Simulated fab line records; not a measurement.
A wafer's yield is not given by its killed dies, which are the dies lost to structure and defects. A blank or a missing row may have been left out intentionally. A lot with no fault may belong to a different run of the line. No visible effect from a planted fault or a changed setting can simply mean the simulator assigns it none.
fab line records || flow n5Finfet || part 2 of 2: steps 15 to 29 of 29
record {"lots": 5, "wafers": 15, "lastDay": 17}
route steps=1938 shown FIN_SAQP@132 FIN_CUT@154
lots that met no fault: taken from a fault-free run of the same line
startH: start of the lot's first displayed wafer, in hours after the record's first day || waitH: hours since the lot's step before || " unchanged from the row above || L1.1+2: several wafers, shown together as one row || - no value present, or no start provided || * or withheld: withheld || < > ~ a bound
route shown NAME@n: NAME is a module with steps in the file, n the number in the route of the first one || usual: the fault-free wafers' mean and standard deviation || same: alike in all rows || chamber/n: place in a boat || sites: per-site readings || _std_site: standard deviation of those values || _edge_site: inner sites' mean taken away from outer sites' mean || radiusMm: for every site, how far away it sits from the centre of the wafer || mask NAME#n: copy n || behind: the most recent tool/chamber to have shaped the wafer || hold: cause of the lot's hold/its duration in hours/its outcome || device: names the non-switching transistor (n, p or np) || end of line: tests run on the same wafers once the route is complete || a step without rows: its recipe alone || killed: not the wafer's yield, but the dies lost to structure and defects at the first sort || map: dies across one wafer; x = killed, . = not, _ = none there
set.NAME: the setting that was run; set.NAME@STEP: the one run at that earlier step || model.NAME: the simulator's own value behind a step, which no gauge read
certain route steps with their lots: each step a table, each wafer a row
services: when a tool's chamber went out of use (startH, in hours from the record's first day, below 0 if earlier), for how many hours, and the reason
## steps
# step N5_FIN_SAQP_ETCH_64
# recipe {"chemistry": "CF4", "target": "SiO2", "targetDepthA": 15, "ionEnergyEv": 350, "pressureMtorr": 10, "icpW": 800, "biasW": 400, "cf4FlowSccm": 80}
# usual {"drypumpMotorCurrentA": "5.8/0.51", "oesProductAu": "0.993/0.022", "throttleValvePct": "21.60/0.2"}
{"lot.wafer": "L076.1", "tool": "rieSi-06", "chamber": 1, "startH": 38.49, "waitH": 0.0, "drypumpMotorCurrentA": 5.1, "oesProductAu": 0.992, "rfHoursCounterH": 12, "throttleValvePct": 21.66}
{"lot.wafer": "L076.2", "tool": "rieSi-06", "chamber": 2, "startH": 38.49, "waitH": 0.0, "drypumpMotorCurrentA": 5.0, "oesProductAu": 1.002, "rfHoursCounterH": 30, "throttleValvePct": 22.09}
{"lot.wafer": "L076.4", "tool": "rieSi-06", "chamber": 3, "startH": 38.49, "waitH": 0.0, "drypumpMotorCurrentA": 6.1, "oesProductAu": 0.996, "rfHoursCounterH": "-", "throttleValvePct": 21.49}
{"lot.wafer": "L078.1", "tool": "rieSi-06", "chamber": 0, "startH": 51.15, "waitH": 0.0, "drypumpMotorCurrentA": 6.6, "oesProductAu": 0.973, "rfHoursCounterH": 11, "throttleValvePct": 21.66}
{"lot.wafer": "L078.2", "tool": "rieSi-06", "chamber": 3, "startH": 51.15, "waitH": 0.0, "drypumpMotorCurrentA": 6.1, "oesProductAu": 0.993, "rfHoursCounterH": 29, "throttleValvePct": 21.50}
{"lot.wafer": "L078.4", "tool": "rieSi-06", "chamber": 2, "startH": 51.15, "waitH": 0.0, "drypumpMotorCurrentA": 5.0, "oesProductAu": 1.014, "rfHoursCounterH": 30, "throttleValvePct": 22.09}
{"lot.wafer": "L088.2", "tool": "rieSi-06", "chamber": 2, "startH": 112.71, "waitH": 0.0, "drypumpMotorCurrentA": 5.0, "oesProductAu": 1.003, "rfHoursCounterH": 31, "throttleValvePct": 22.08}
{"lot.wafer": "L088.4", "tool": "rieSi-06", "chamber": 1, "startH": 112.71, "waitH": 0.0, "drypumpMotorCurrentA": 5.1, "oesProductAu": 0.984, "rfHoursCounterH": 14, "throttleValvePct": 21.64}
{"lot.wafer": "L088.5", "tool": "rieSi-06", "chamber": 0, "startH": 112.71, "waitH": 0.0, "drypumpMotorCurrentA": 6.6, "oesProductAu": 0.975, "rfHoursCounterH": "-", "throttleValvePct": 21.66}
{"lot.wafer": "L089.1", "tool": "rieSi-05", "chamber": 2, "startH": 119.24, "waitH": 0.0, "drypumpMotorCurrentA": 5.3, "oesProductAu": 0.999, "rfHoursCounterH": 46, "throttleValvePct": 21.29}
{"lot.wafer": "L089.2", "tool": "rieSi-05", "chamber": 0, "startH": 119.24, "waitH": 0.0, "drypumpMotorCurrentA": 6.1, "oesProductAu": 0.980, "rfHoursCounterH": 176, "throttleValvePct": 21.61}
{"lot.wafer": "L089.5", "tool": "rieSi-05", "chamber": 0, "startH": 119.24, "waitH": 0.0, "drypumpMotorCurrentA": 6.1, "oesProductAu": 0.983, "rfHoursCounterH": "-", "throttleValvePct": 21.58}
{"lot.wafer": "L091.1", "tool": "rieSi-06", "chamber": 3, "startH": 129.56, "waitH": 0.0, "drypumpMotorCurrentA": 6.1, "oesProductAu": 1.002, "rfHoursCounterH": 31, "throttleValvePct": 21.53}
{"lot.wafer": "L091.3", "tool": "rieSi-06", "chamber": 0, "startH": 129.56, "waitH": 0.0, "drypumpMotorCurrentA": 6.7, "oesProductAu": 0.972, "rfHoursCounterH": 12, "throttleValvePct": 21.66}
{"lot.wafer": "L091.6", "tool": "rieSi-06", "chamber": 3, "startH": 129.56, "waitH": 0.0, "drypumpMotorCurrentA": 6.1, "oesProductAu": 1.001, "rfHoursCounterH": "-", "throttleValvePct": 21.54}
# step N5_FIN_SAQP_FIN_ETCH_36
# recipe {"chemistry": "HBr/Cl2/O2", "targetDepthA": 1200, "maskMaterial": "SiNx", "timeS": 50.4, "biasW": 102, "pressureMtorr": 10, "icpW": 800, "HBr_flow_sccm": 150, "Cl2_flow_sccm": 80, "O2_flow_sccm": 12}
# usual {"drypumpMotorCurrentA": "5.8/0.51", "oesProductAu": "0.996/0.019", "throttleValvePct": "35.8/0.35"}
{"lot.wafer": "L076.1", "tool": "rieSi-06", "chamber": 1, "startH": 38.51, "waitH": 0.0, "drypumpMotorCurrentA": 5.1, "oesProductAu": 1.007, "rfHoursCounterH": 12, "throttleValvePct": 35.8}
{"lot.wafer": "L076.2", "tool": "rieSi-06", "chamber": 2, "startH": 38.51, "waitH": 0.0, "drypumpMotorCurrentA": 5.0, "oesProductAu": 1.008, "rfHoursCounterH": 30, "throttleValvePct": 36.5}
{"lot.wafer": "L076.4", "tool": "rieSi-06", "chamber": 3, "startH": 38.51, "waitH": 0.0, "drypumpMotorCurrentA": 6.1, "oesProductAu": 1.001, "rfHoursCounterH": "-", "throttleValvePct": 35.7}
{"lot.wafer": "L078.1", "tool": "rieSi-06", "chamber": 0, "startH": 51.17, "waitH": 0.0, "drypumpMotorCurrentA": 6.7, "oesProductAu": 0.981, "rfHoursCounterH": 11, "throttleValvePct": 36.0}
{"lot.wafer": "L078.2", "tool": "rieSi-06", "chamber": 3, "startH": 51.17, "waitH": 0.0, "drypumpMotorCurrentA": 6.2, "oesProductAu": 1.007, "rfHoursCounterH": 29, "throttleValvePct": 35.7}
{"lot.wafer": "L078.4", "tool": "rieSi-06", "chamber": 2, "startH": 51.17, "waitH": 0.0, "drypumpMotorCurrentA": 5.1, "oesProductAu": 1.012, "rfHoursCounterH": 30, "throttleValvePct": 36.5}
{"lot.wafer": "L088.2", "tool": "rieSi-06", "chamber": 2, "startH": 112.73, "waitH": 0.0, "drypumpMotorCurrentA": 5.0, "oesProductAu": 1.007, "rfHoursCounterH": 31, "throttleValvePct": 36.5}
{"lot.wafer": "L088.4", "tool": "rieSi-06", "chamber": 1, "startH": 112.73, "waitH": 0.0, "drypumpMotorCurrentA": 5.1, "oesProductAu": 0.997, "rfHoursCounterH": 14, "throttleValvePct": 35.8}
{"lot.wafer": "L088.5", "tool": "rieSi-06", "chamber": 0, "startH": 112.73, "waitH": 0.0, "drypumpMotorCurrentA": 6.6, "oesProductAu": 0.981, "rfHoursCounterH": "-", "throttleValvePct": 36.0}
{"lot.wafer": "L089.1", "tool": "rieSi-05", "chamber": 2, "startH": 119.26, "waitH": 0.0, "drypumpMotorCurrentA": 5.3, "oesProductAu": 0.996, "rfHoursCounterH": 46, "throttleValvePct": 35.4}
{"lot.wafer": "L089.2", "tool": "rieSi-05", "chamber": 0, "startH": 119.26, "waitH": 0.0, "drypumpMotorCurrentA": 6.1, "oesProductAu": 0.979, "rfHoursCounterH": 176, "throttleValvePct": 36.0}
{"lot.wafer": "L089.5", "tool": "rieSi-05", "chamber": 0, "startH": 119.26, "waitH": 0.0, "drypumpMotorCurrentA": 6.1, "oesProductAu": 0.965, "rfHoursCounterH": "-", "throttleValvePct": 36.0}
{"lot.wafer": "L091.1", "tool": "rieSi-06", "chamber": 3, "startH": 129.58, "waitH": 0.0, "drypumpMotorCurrentA": 6.1, "oesProductAu": 0.995, "rfHoursCounterH": 31, "throttleValvePct": 35.7}
{"lot.wafer": "L091.3", "tool": "rieSi-06", "chamber": 0, "startH": 129.58, "waitH": 0.0, "drypumpMotorCurrentA": 6.7, "oesProductAu": 0.986, "rfHoursCounterH": 12, "throttleValvePct": 36.0}
{"lot.wafer": "L091.6", "tool": "rieSi-06", "chamber": 3, "startH": 129.58, "waitH": 0.0, "drypumpMotorCurrentA": 6.1, "oesProductAu": 1.012, "rfHoursCounterH": "-", "throttleValvePct": 35.7}
# step N5_FIN_SAQP_CD_MEAS_37
# recipe {"targetCdNm": 8, "polarity": "line"}
# usual {"cdNm": "8.14/0.25"}
{"lot.wafer": "L076.1", "tool": "cdSem-03", "chamber": "-", "startH": 38.63, "waitH": 0.1, "cdNm": 8.47}
{"lot.wafer": "L076.2", "tool": "cdSem-03", "chamber": "-", "startH": 38.63, "waitH": 0.1, "cdNm": 8.04}
{"lot.wafer": "L076.4", "tool": "cdSem-03", "chamber": "-", "startH": 38.63, "waitH": 0.1, "cdNm": 8.10}
{"lot.wafer": "L078.1", "tool": "cdSem-01", "chamber": "-", "startH": 51.29, "waitH": 0.1, "cdNm": 8.28}
{"lot.wafer": "L078.2", "tool": "cdSem-01", "chamber": "-", "startH": 51.29, "waitH": 0.1, "cdNm": 8.48}
{"lot.wafer": "L078.4", "tool": "cdSem-01", "chamber": "-", "startH": 51.29, "waitH": 0.1, "cdNm": 8.45}
{"lot.wafer": "L088.2", "tool": "cdSem-02", "chamber": "-", "startH": 112.85, "waitH": 0.1, "cdNm": 8.17}
{"lot.wafer": "L088.4", "tool": "cdSem-02", "chamber": "-", "startH": 112.85, "waitH": 0.1, "cdNm": 7.83}
{"lot.wafer": "L088.5", "tool": "cdSem-02", "chamber": "-", "startH": 112.85, "waitH": 0.1, "cdNm": 7.92}
{"lot.wafer": "L089.1", "tool": "cdSem-02", "chamber": "-", "startH": 119.38, "waitH": 0.1, "cdNm": 8.01}
{"lot.wafer": "L089.2", "tool": "cdSem-02", "chamber": "-", "startH": 119.38, "waitH": 0.1, "cdNm": 8.28}
{"lot.wafer": "L089.5", "tool": "cdSem-02", "chamber": "-", "startH": 119.38, "waitH": 0.1, "cdNm": 8.12}
{"lot.wafer": "L091.1", "tool": "cdSem-02", "chamber": "-", "startH": 129.70, "waitH": 0.1, "cdNm": 7.81}
{"lot.wafer": "L091.3", "tool": "cdSem-02", "chamber": "-", "startH": 129.70, "waitH": 0.1, "cdNm": 8.06}
{"lot.wafer": "L091.6", "tool": "cdSem-02", "chamber": "-", "startH": 129.70, "waitH": 0.1, "cdNm": 7.77}
# step N5_FIN_SAQP_PRECLEAN_38
# recipe {"chemistry": "O3/DIW", "timeS": 45, "tempC": 22, "o3Ppm": 10}
{"lot.wafer": "L076.1+2+4", "tool": "wetBench-03", "chamber": "5,7,6", "startH": 38.68, "waitH": 0.0}
{"lot.wafer": "L078.1+2+4", "tool": "wetBench-03", "chamber": "2,4,7", "startH": 51.33, "waitH": 0.0}
{"lot.wafer": "L088.2+4+5", "tool": "wetBench-03", "chamber": "6,0,7", "startH": 112.89, "waitH": 0.0}
{"lot.wafer": "L089.1+2+5", "tool": "wetBench-01", "chamber": "6,7,4", "startH": 119.42, "waitH": 0.0}
{"lot.wafer": "L091.1+3+6", "tool": "wetBench-04", "chamber": "3,2,0", "startH": 129.74, "waitH": 0.0}
# step N5_FIN_SAQP_PRECLEAN_45
# recipe {"chemistry": "dHF", "timeS": 10, "dilution": "500:1", "tempC": 25}
{"lot.wafer": "L076.1+2+4", "tool": "wetBench-03", "chamber": "5,7,6", "startH": 38.69, "waitH": 0.0}
{"lot.wafer": "L078.1+2+4", "tool": "wetBench-03", "chamber": "2,4,7", "startH": 51.35, "waitH": 0.0}
{"lot.wafer": "L088.2+4+5", "tool": "wetBench-03", "chamber": "6,0,7", "startH": 112.90, "waitH": 0.0}
{"lot.wafer": "L089.1+2+5", "tool": "wetBench-01", "chamber": "6,7,4", "startH": 119.43, "waitH": 0.0}
{"lot.wafer": "L091.1+3+6", "tool": "wetBench-04", "chamber": "3,2,0", "startH": 129.76, "waitH": 0.0}
# step N5_FIN_SAQP_SRD_39
# recipe {"dry": "ipaMarangoni", "timeS": 30, "tempC": 23, "rinseLiquid": "diw"}
{"lot.wafer": "L076.1+2+4", "tool": "wetBench-03", "chamber": "5,7,6", "startH": 38.69, "waitH": 0.0}
{"lot.wafer": "L078.1+2+4", "tool": "wetBench-03", "chamber": "2,4,7", "startH": 51.35, "waitH": 0.0}
{"lot.wafer": "L088.2+4+5", "tool": "wetBench-03", "chamber": "6,0,7", "startH": 112.91, "waitH": 0.0}
{"lot.wafer": "L089.1+2+5", "tool": "wetBench-01", "chamber": "6,7,4", "startH": 119.44, "waitH": 0.0}
{"lot.wafer": "L091.1+3+6", "tool": "wetBench-04", "chamber": "3,2,0", "startH": 129.76, "waitH": 0.0}
# step N5_FIN_SAQP_OCD_MEAS_76
# usual {"trenchDepthNm": "119.9/2"}
{"lot.wafer": "L076.1", "tool": "ocd-02", "chamber": "-", "startH": 38.73, "waitH": 0.0, "trenchDepthNm": 120.5}
{"lot.wafer": "L076.2", "tool": "ocd-02", "chamber": "-", "startH": 38.73, "waitH": 0.0, "trenchDepthNm": 120.7}
{"lot.wafer": "L076.4", "tool": "ocd-02", "chamber": "-", "startH": 38.73, "waitH": 0.0, "trenchDepthNm": 119.3}
{"lot.wafer": "L078.1", "tool": "ocd-01", "chamber": "-", "startH": 51.39, "waitH": 0.0, "trenchDepthNm": 119.6}
{"lot.wafer": "L078.2", "tool": "ocd-01", "chamber": "-", "startH": 51.39, "waitH": 0.0, "trenchDepthNm": 120.2}
{"lot.wafer": "L078.4", "tool": "ocd-01", "chamber": "-", "startH": 51.39, "waitH": 0.0, "trenchDepthNm": 119.7}
{"lot.wafer": "L088.2", "tool": "ocd-01", "chamber": "-", "startH": 112.95, "waitH": 0.0, "trenchDepthNm": 120.1}
{"lot.wafer": "L088.4", "tool": "ocd-01", "chamber": "-", "startH": 112.95, "waitH": 0.0, "trenchDepthNm": 120.1}
{"lot.wafer": "L088.5", "tool": "ocd-01", "chamber": "-", "startH": 112.95, "waitH": 0.0, "trenchDepthNm": 119.3}
{"lot.wafer": "L089.1", "tool": "ocd-01", "chamber": "-", "startH": 119.48, "waitH": 0.0, "trenchDepthNm": 116.5}
{"lot.wafer": "L089.2", "tool": "ocd-01", "chamber": "-", "startH": 119.48, "waitH": 0.0, "trenchDepthNm": 117.5}
{"lot.wafer": "L089.5", "tool": "ocd-01", "chamber": "-", "startH": 119.48, "waitH": 0.0, "trenchDepthNm": 117.3}
{"lot.wafer": "L091.1", "tool": "ocd-01", "chamber": "-", "startH": 129.80, "waitH": 0.0, "trenchDepthNm": 118.5}
{"lot.wafer": "L091.3", "tool": "ocd-01", "chamber": "-", "startH": 129.80, "waitH": 0.0, "trenchDepthNm": 119.4}
{"lot.wafer": "L091.6", "tool": "ocd-01", "chamber": "-", "startH": 129.80, "waitH": 0.0, "trenchDepthNm": 119.5}
# step N5_FIN_SAQP_INSPECT_40
# recipe {"inspectInstrument": "brightfield", "mode": "aei"}
# usual {"rawDefectCount": "223/60"}
{"lot.wafer": "L076.1", "tool": "defectInspect-01", "chamber": "-", "startH": 38.76, "waitH": 0.0, "rawDefectCount": 237}
{"lot.wafer": "L076.2", "tool": "defectInspect-01", "chamber": "-", "startH": 38.76, "waitH": 0.0, "rawDefectCount": 278}
{"lot.wafer": "L076.4", "tool": "defectInspect-01", "chamber": "-", "startH": 38.76, "waitH": 0.0, "rawDefectCount": 312}
{"lot.wafer": "L078.1", "tool": "defectInspect-01", "chamber": "-", "startH": 51.42, "waitH": 0.0, "rawDefectCount": 205}
{"lot.wafer": "L078.2", "tool": "defectInspect-01", "chamber": "-", "startH": 51.42, "waitH": 0.0, "rawDefectCount": 182}
{"lot.wafer": "L078.4", "tool": "defectInspect-01", "chamber": "-", "startH": 51.42, "waitH": 0.0, "rawDefectCount": 223}
{"lot.wafer": "L088.2", "tool": "defectInspect-02", "chamber": "-", "startH": 112.98, "waitH": 0.0, "rawDefectCount": 224}
{"lot.wafer": "L088.4", "tool": "defectInspect-02", "chamber": "-", "startH": 112.98, "waitH": 0.0, "rawDefectCount": 251}
{"lot.wafer": "L088.5", "tool": "defectInspect-02", "chamber": "-", "startH": 112.98, "waitH": 0.0, "rawDefectCount": 352}
{"lot.wafer": "L089.1", "tool": "defectInspect-02", "chamber": "-", "startH": 119.51, "waitH": 0.0, "rawDefectCount": 228}
{"lot.wafer": "L089.2", "tool": "defectInspect-02", "chamber": "-", "startH": 119.51, "waitH": 0.0, "rawDefectCount": 220}
{"lot.wafer": "L089.5", "tool": "defectInspect-02", "chamber": "-", "startH": 119.51, "waitH": 0.0, "rawDefectCount": 182}
{"lot.wafer": "L091.1", "tool": "defectInspect-01", "chamber": "-", "startH": 129.83, "waitH": 0.0, "rawDefectCount": 208}
{"lot.wafer": "L091.3", "tool": "defectInspect-01", "chamber": "-", "startH": 129.83, "waitH": 0.0, "rawDefectCount": 190}
{"lot.wafer": "L091.6", "tool": "defectInspect-01", "chamber": "-", "startH": 129.83, "waitH": 0.0, "rawDefectCount": 164}
# step N5_FIN_CUT_COAT_18
# recipe {"resist": "SOC", "tempC": 250, "timeS": 60, "spinRpm": 1500, "resistThkNm": 230}
{"lot.wafer": "L076.1+2+4", "tool": "lithoTrack-03", "chamber": 0, "startH": 38.80, "waitH": 0.0}
{"lot.wafer": "L078.1+2+4", "tool": "lithoTrack-03", "chamber": 0, "startH": 51.45, "waitH": 0.0}
{"lot.wafer": "L088.2+4+5", "tool": "lithoTrack-02", "chamber": 0, "startH": 113.01, "waitH": 0.0}
{"lot.wafer": "L089.1+2+5", "tool": "lithoTrack-02", "chamber": 0, "startH": 119.54, "waitH": 0.0}
{"lot.wafer": "L091.1+3+6", "tool": "lithoTrack-02", "chamber": 0, "startH": 129.86, "waitH": 0.0}
# step N5_FIN_CUT_COAT_19
# recipe {"resist": "SiARC", "tempC": 220, "timeS": 60, "spinRpm": 1500, "resistThkNm": 20}
{"lot.wafer": "L076.1+2+4", "tool": "lithoTrack-03", "chamber": 0, "startH": "-", "waitH": "-"}
{"lot.wafer": "L078.1+2+4", "tool": "lithoTrack-03", "chamber": 0, "startH": "-", "waitH": "-"}
{"lot.wafer": "L088.2+4+5", "tool": "lithoTrack-02", "chamber": 0, "startH": "-", "waitH": "-"}
{"lot.wafer": "L089.1+2+5", "tool": "lithoTrack-02", "chamber": 0, "startH": "-", "waitH": "-"}
{"lot.wafer": "L091.1+3+6", "tool": "lithoTrack-02", "chamber": 0, "startH": "-", "waitH": "-"}
# step N5_FIN_CUT_COAT_29
# recipe {"resist": "underlayer", "tempC": 205, "timeS": 60, "spinRpm": 1500, "resistThkNm": 10}
{"lot.wafer": "L076.1+2+4", "tool": "lithoTrack-03", "chamber": 0, "startH": "-", "waitH": "-"}
{"lot.wafer": "L078.1+2+4", "tool": "lithoTrack-03", "chamber": 0, "startH": "-", "waitH": "-"}
{"lot.wafer": "L088.2+4+5", "tool": "lithoTrack-02", "chamber": 0, "startH": "-", "waitH": "-"}
{"lot.wafer": "L089.1+2+5", "tool": "lithoTrack-02", "chamber": 0, "startH": "-", "waitH": "-"}
{"lot.wafer": "L091.1+3+6", "tool": "lithoTrack-02", "chamber": 0, "startH": "-", "waitH": "-"}
# step N5_FIN_CUT_COAT_02
# recipe {"resist": "CAR-EUV", "spinRpm": 1500, "resistThkNm": 30}
{"lot.wafer": "L076.1+2+4", "tool": "lithoTrack-03", "chamber": 0, "startH": "-", "waitH": "-"}
{"lot.wafer": "L078.1+2+4", "tool": "lithoTrack-03", "chamber": 0, "startH": "-", "waitH": "-"}
{"lot.wafer": "L088.2+4+5", "tool": "lithoTrack-02", "chamber": 0, "startH": "-", "waitH": "-"}
{"lot.wafer": "L089.1+2+5", "tool": "lithoTrack-02", "chamber": 0, "startH": "-", "waitH": "-"}
{"lot.wafer": "L091.1+3+6", "tool": "lithoTrack-02", "chamber": 0, "startH": "-", "waitH": "-"}
# step N5_FIN_CUT_EBR_04
# recipe {"solvent": "PGMEA", "ebrWidthMm": 1.5}
{"lot.wafer": "L076.1+2+4", "tool": "lithoTrack-03", "chamber": 0, "startH": "-", "waitH": "-"}
{"lot.wafer": "L078.1+2+4", "tool": "lithoTrack-03", "chamber": 0, "startH": "-", "waitH": "-"}
{"lot.wafer": "L088.2+4+5", "tool": "lithoTrack-02", "chamber": 0, "startH": "-", "waitH": "-"}
{"lot.wafer": "L089.1+2+5", "tool": "lithoTrack-02", "chamber": 0, "startH": "-", "waitH": "-"}
{"lot.wafer": "L091.1+3+6", "tool": "lithoTrack-02", "chamber": 0, "startH": "-", "waitH": "-"}
# step N5_FIN_CUT_SOFTBAKE_03
# recipe {"tempC": 110, "timeS": 60, "resist": "CAR-EUV"}
{"lot.wafer": "L076.1+2+4", "tool": "lithoTrack-03", "chamber": 0, "startH": "-", "waitH": "-"}
{"lot.wafer": "L078.1+2+4", "tool": "lithoTrack-03", "chamber": 0, "startH": "-", "waitH": "-"}
{"lot.wafer": "L088.2+4+5", "tool": "lithoTrack-02", "chamber": 0, "startH": "-", "waitH": "-"}
{"lot.wafer": "L089.1+2+5", "tool": "lithoTrack-02", "chamber": 0, "startH": "-", "waitH": "-"}
{"lot.wafer": "L091.1+3+6", "tool": "lithoTrack-02", "chamber": 0, "startH": "-", "waitH": "-"}
# step N5_FIN_CUT_EXPOSE_05
# recipe {"maskId": "FIN_CUT", "na": 0.33, "sourceShape": "annular", "sigmaInner": 0.35, "sigmaOuter": 0.8, "polarization": "unpolarized", "doseMj": 45.75}
# usual {"focusOffsetNm": "0.1/0.48"}
{"lot.wafer": "L076.1", "tool": "euvScanner-01", "chamber": 0, "startH": 39.06, "waitH": "-", "mask": "FIN_CUT#0", "focusOffsetNm": 0.1}
{"lot.wafer": "L076.2", "tool": "euvScanner-01", "chamber": 0, "startH": 39.06, "waitH": "-", "mask": "FIN_CUT#0", "focusOffsetNm": 0.9}
{"lot.wafer": "L076.4", "tool": "euvScanner-01", "chamber": 0, "startH": 39.06, "waitH": "-", "mask": "FIN_CUT#0", "focusOffsetNm": 0.7}
{"lot.wafer": "L078.1", "tool": "euvScanner-01", "chamber": 0, "startH": 51.59, "waitH": "-", "mask": "FIN_CUT#0", "focusOffsetNm": 0.1}
{"lot.wafer": "L078.2", "tool": "euvScanner-01", "chamber": 0, "startH": 51.59, "waitH": "-", "mask": "FIN_CUT#0", "focusOffsetNm": 0.1}
{"lot.wafer": "L078.4", "tool": "euvScanner-01", "chamber": 0, "startH": 51.59, "waitH": "-", "mask": "FIN_CUT#0", "focusOffsetNm": 0.0}
{"lot.wafer": "L088.2", "tool": "euvScanner-01", "chamber": 0, "startH": 113.15, "waitH": "-", "mask": "FIN_CUT#0", "focusOffsetNm": 0.2}
{"lot.wafer": "L088.4", "tool": "euvScanner-01", "chamber": 0, "startH": 113.15, "waitH": "-", "mask": "FIN_CUT#0", "focusOffsetNm": 0.6}
{"lot.wafer": "L088.5", "tool": "euvScanner-01", "chamber": 0, "startH": 113.15, "waitH": "-", "mask": "FIN_CUT#0", "focusOffsetNm": -0.4}
{"lot.wafer": "L089.1", "tool": "euvScanner-01", "chamber": 0, "startH": 119.68, "waitH": "-", "mask": "FIN_CUT#0", "focusOffsetNm": -0.7}
{"lot.wafer": "L089.2", "tool": "euvScanner-01", "chamber": 0, "startH": 119.68, "waitH": "-", "mask": "FIN_CUT#0", "focusOffsetNm": -0.3}
{"lot.wafer": "L089.5", "tool": "euvScanner-01", "chamber": 0, "startH": 119.68, "waitH": "-", "mask": "FIN_CUT#0", "focusOffsetNm": 0.3}
{"lot.wafer": "L091.1", "tool": "euvScanner-01", "chamber": 0, "startH": 130.12, "waitH": "-", "mask": "FIN_CUT#0", "focusOffsetNm": 0.4}
{"lot.wafer": "L091.3", "tool": "euvScanner-01", "chamber": 0, "startH": 130.12, "waitH": "-", "mask": "FIN_CUT#0", "focusOffsetNm": 0.3}
{"lot.wafer": "L091.6", "tool": "euvScanner-01", "chamber": 0, "startH": 130.12, "waitH": "-", "mask": "FIN_CUT#0", "focusOffsetNm": -0.1}
## services
{"tool": "euvScanner-01", "chamber": "-", "startH": 20.39, "hours": 1.0, "kind": "pm"}
{"tool": "euvScanner-01", "chamber": "-", "startH": 26.02, "hours": 4.6, "kind": "pm"}
{"tool": "rieDiel-04", "chamber": 0, "startH": 32.93, "hours": "-", "kind": "clean"}
{"tool": "rieDiel-04", "chamber": 0, "startH": 32.93, "hours": "-", "kind": "consumableReplace:focusRing"}
{"tool": "rieDiel-04", "chamber": 0, "startH": 32.93, "hours": 19.4, "kind": "scheduledDown"}
{"tool": "rieDiel-04", "chamber": 0, "startH": 32.93, "hours": 19.4, "kind": "ventCycle"}
{"tool": "rieSi-06", "chamber": 0, "startH": 37.17, "hours": 6.6, "kind": "repair"}
{"tool": "rieDiel-02", "chamber": 2, "startH": 41.32, "hours": "-", "kind": "clean"}
{"tool": "vaporEtch-02", "chamber": "-", "startH": 57.66, "hours": 0.5, "kind": "repair"}
{"tool": "aldSin-03", "chamber": "-", "startH": 57.96, "hours": 6.4, "kind": "repair"}
{"tool": "rieDiel-04", "chamber": 3, "startH": 58.26, "hours": 5.1, "kind": "repair"}
{"tool": "euvScanner-01", "chamber": "-", "startH": 59.02, "hours": 17.3, "kind": "pm"}
{"tool": "rieDiel-01", "chamber": 0, "startH": 61.42, "hours": 4.9, "kind": "repair"}
{"tool": "rieDiel-02", "chamber": "-", "startH": 63.20, "hours": 0.4, "kind": "repair"}
{"tool": "rieSi-06", "chamber": "-", "startH": 70.69, "hours": 2.8, "kind": "pm"}
{"tool": "euvScanner-01", "chamber": "-", "startH": 76.54, "hours": 1.0, "kind": "pm"}
{"tool": "rieDiel-04", "chamber": 2, "startH": 85.92, "hours": 7.1, "kind": "repair"}
{"tool": "aldSin-02", "chamber": "-", "startH": 86.02, "hours": 14.0, "kind": "pm"}
{"tool": "rieSi-04", "chamber": 3, "startH": 86.45, "hours": 2.3, "kind": "repair"}
{"tool": "rieDiel-01", "chamber": 0, "startH": 90.34, "hours": 2.5, "kind": "repair"}
{"tool": "rieDiel-04", "chamber": "-", "startH": 93.97, "hours": 28.1, "kind": "pm"}
{"tool": "vaporEtch-01", "chamber": 0, "startH": 112.75, "hours": 10.5, "kind": "repair"}
{"tool": "rieDiel-01", "chamber": 3, "startH": 123.27, "hours": 6.5, "kind": "repair"}
{"tool": "rieDiel-02", "chamber": 0, "startH": 128.23, "hours": 12.0, "kind": "repair"}
